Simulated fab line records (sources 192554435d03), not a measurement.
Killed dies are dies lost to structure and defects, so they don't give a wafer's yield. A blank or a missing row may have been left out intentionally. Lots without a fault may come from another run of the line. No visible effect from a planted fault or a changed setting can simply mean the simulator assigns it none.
Comparing a struck lot with a sound one + flow n5_finfet + 17 steps out of a route of 1938
Sound: these wafers, L152.2, L152.4, L152.5. Struck: wafer L167.1. (L167.6 of the same lot was not struck and is left out.) The cause comes at the end.
Per side, at each step with rows, come the tool, then ch with its chambers, and then its first start. Under that, the readings that differ: sound wafers + struck wafers + difference of the means + sigmas: that difference in standard deviations of wafers without a fault.
alike: words and numbers the same on both sides, and readings whose means are apart by under 2 such deviations; not compared: readings that were withheld, readings missing a value for some wafer, numbers with overlapping values and no deviation given by the record, and bounds like >300 which may hide the same value.
The two part at a step that has a row with sigmas, a row that says differs or no value, or rows on one side only. When numbers do not overlap yet have no deviation, they are printed without sigmas and do not part them. A reading missing from all wafers of one side parts the sides only when that side holds two or more wafers.

first, 4 steps without rows for these wafers: N5_BEOL_M10_HM_STRIP_39 (strips TiN in peroxide tin strip, target depth 25 nm, time 158 s); N5_BEOL_M10_SRD_40 (time 30 s); N5_BEOL_M10_PRECLEAN_42 (cleans in residue remover, time 60 s); N5_BEOL_M10_SRD_43 (time 30 s).
N5_BEOL_M10_CD_MEAS_35 targets a cd of 70 nm.
  sound on cd_sem-02 at day 12 20:20; struck on cd_sem-03 at day 17 15:42
  alike: cd_nm
then, 1 step without rows for these wafers: N5_BEOL_M10_CURE_72 (cures SiCOH lowk, time 120 s).
N5_BEOL_M10_DEGAS_44: time 60 s.
  sound on pvd_sputter-02 at day 12 22:32; struck on pvd_sputter-03 at day 17 17:52
| reading              | sound                | struck | difference | sigmas |
|----------------------|----------------------|--------|------------|--------|
| susceptor_temp_C (C) | 250.06 249.95 249.78 | 249.50 | -0.43      | -3     |
  alike: heater_power_w
N5_BEOL_M10_PRE_CLEAN_45: time 30 s.
  sound on pvd_sputter-02 at day 12 22:35; struck on pvd_sputter-03 at day 17 17:55
  alike: heater_power_w, susceptor_temp_C
N5_BEOL_M10_ALD_74: deposits TaN, target thk 2 nm, pulse time 2 s, purge time 3 s.
  sound on ald_metal-03 ch 0,2,3, day 12 22:39; struck on ald_metal-03 ch 0, day 17 17:58
  alike: heater_power_w, mfc_carrier_sccm, susceptor_temp_C
N5_BEOL_M10_SURFACE_TREAT_76:
  sound on pvd_sputter-03 at day 12 22:56; struck on pvd_sputter-02 at day 17 18:16
  not compared: throttle_valve_pct
then, 2 steps without rows for these wafers: N5_BEOL_M10_CVD_75 (deposits Co from CCTBA/H2, target thk 2 nm, time 138.9 s); N5_BEOL_M10_SPUTTER_48 (material Cu, target thk 12 nm, time 2 s).
N5_BEOL_M10_ECD_50: material Cu, target thk 318 nm.
  sound on ecd_cu-02 ch 0,1, day 12 23:35; struck on ecd_cu-02 ch 1, day 17 18:51
| reading                                 | sound           | struck | difference | sigmas |
|-----------------------------------------|-----------------|--------|------------|--------|
| model.Cu_of_BEOL_M10_ECD_50.thk_nm (nm) | 317.6 318 313.8 | 211.6  | -104.9     |        |
N5_BEOL_M10_ANNEAL_51: time 90 s.
  sound on rtp_anneal-02 ch 0, day 12 23:47; struck on rtp_anneal-02 ch 0, day 17 19:07
  alike: wafer_temp_C_max
N5_BEOL_M10_CMP_52: polishes, stops on SiCOH lowk, t overpolish 7 s, target thk 140 nm.
  sound on cmp-01 ch 0,1, day 13 00:06; struck on cmp-01 ch 3, day 17 19:25
| reading                | sound    | struck | difference | sigmas |
|------------------------|----------|--------|------------|--------|
| time_to_endpoint_s (s) | 68 60 62 | 47     | -16        | -4     |
  alike: clearing_platen_down_force_psi, head_pressure_psi, motor_current_A
N5_BEOL_M10_THK_MEAS_53: measures by xrf.
  sound on film_metro-01 at day 13 00:24; struck on film_metro-01 at day 17 19:43
| reading      | sound       | struck | difference | sigmas |
|--------------|-------------|--------|------------|--------|
| M10_THK (nm) | 150 145 147 | 139    | -8         | -3     |
after that, 1 step had no rows for these wafers: N5_PASSIVATION_PROBE_49.

## WHERE THEY PART
First at N5_BEOL_M10_DEGAS_44; last, within this record, at N5_BEOL_M10_THK_MEAS_53.

WHY: whatever the simulator had introduced
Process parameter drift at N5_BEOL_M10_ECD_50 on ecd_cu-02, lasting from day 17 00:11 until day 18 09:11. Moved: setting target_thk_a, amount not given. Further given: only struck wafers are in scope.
